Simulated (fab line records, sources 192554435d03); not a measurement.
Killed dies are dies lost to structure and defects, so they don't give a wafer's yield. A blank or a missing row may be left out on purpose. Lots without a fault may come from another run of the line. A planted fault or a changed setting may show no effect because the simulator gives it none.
Which tool did it? | flow n5_finfet | 12 lots, 36 wafers sampled, at 2 steps of a route of 1938

WHAT THE GAUGES READ, wafer by wafer
N5_HKMG_FIN_THK_MEAS_70: measures by xrf.
lot  | measured    | on            | HK_THK (nm)
L075 | day 4 11:42 | film_metro-02 | 1.641 1.639 1.654
L077 | day 4 21:23 | film_metro-02 | 1.574 1.632 1.577
L079 | day 5 07:42 | film_metro-01 | 1.599 1.631 1.633
L081 | day 5 19:22 | film_metro-02 | 1.613 1.616 1.621
L082 | day 6 07:49 | film_metro-01 | 1.605 1.606 1.606
L085 | day 6 20:12 | film_metro-01 | 1.604 1.607 1.594
L087 | day 7 11:03 | film_metro-02 | 1.586 1.630 1.605
L089 | day 7 22:55 | film_metro-01 | 1.626 1.624 1.615
L091 | day 8 11:58 | film_metro-01 | 1.629 1.624 1.607
L093 | day 8 22:02 | film_metro-01 | 1.623 1.613 1.607
L095 | day 9 16:05 | film_metro-02 | 1.587 1.623 1.606
L097 | day 9 23:51 | film_metro-02 | 1.569 1.589 1.632

WHICH TOOL RAN EACH LOT (tool, then ch and the chambers of the sampled wafers, then the start)
lot  | N5_HKMG_FIN_CVD_62
L075 | thermal_cvd_si-01 ch 0,1, day 4 11:01
L077 | thermal_cvd_si-01 ch 0,1,2, day 4 20:42
L079 | thermal_cvd_si-01 ch 0,1,2, day 5 07:02
L081 | thermal_cvd_si-01 ch 0,1, day 5 18:41
L082 | thermal_cvd_si-01 ch 0,2, day 6 07:07
L085 | thermal_cvd_si-01 ch 0,1,2, day 6 19:30
L087 | thermal_cvd_si-01 ch 0,2, day 7 10:22
L089 | thermal_cvd_si-01 ch 0,1,2, day 7 22:11
L091 | thermal_cvd_si-01 ch 0,1,2, day 8 11:17
L093 | thermal_cvd_si-01 ch 1,2, day 8 21:21
L095 | thermal_cvd_si-01 ch 0,1,2, day 9 15:19
L097 | thermal_cvd_si-01 ch 0,1, day 9 23:11
- N5_HKMG_FIN_CVD_62: deposits a-Si from Si2H6, target thk 3 nm, time 20.8 s.

THE ANSWER, worked out from the rows above alone
Rule: what is usual is taken from the lots themselves. Put in order of their means at a reading, lots are off if they are a third of the lots or fewer, leave a main group of 4 or more, and stand apart from it by a gap of 3 or more times the standard deviation of the main group's means; of several such gaps the widest counts. A main group whose means are all the same, to the digits that the tables above print for the reading, isn't used. A lot without any number at a reading at which 4 lots or more have one is off too. The other lots that the step has rows for count as sound.
No lot is off at any reading shown: from this, nothing can be told.

WHAT THE SIMULATOR HAD PUT IN
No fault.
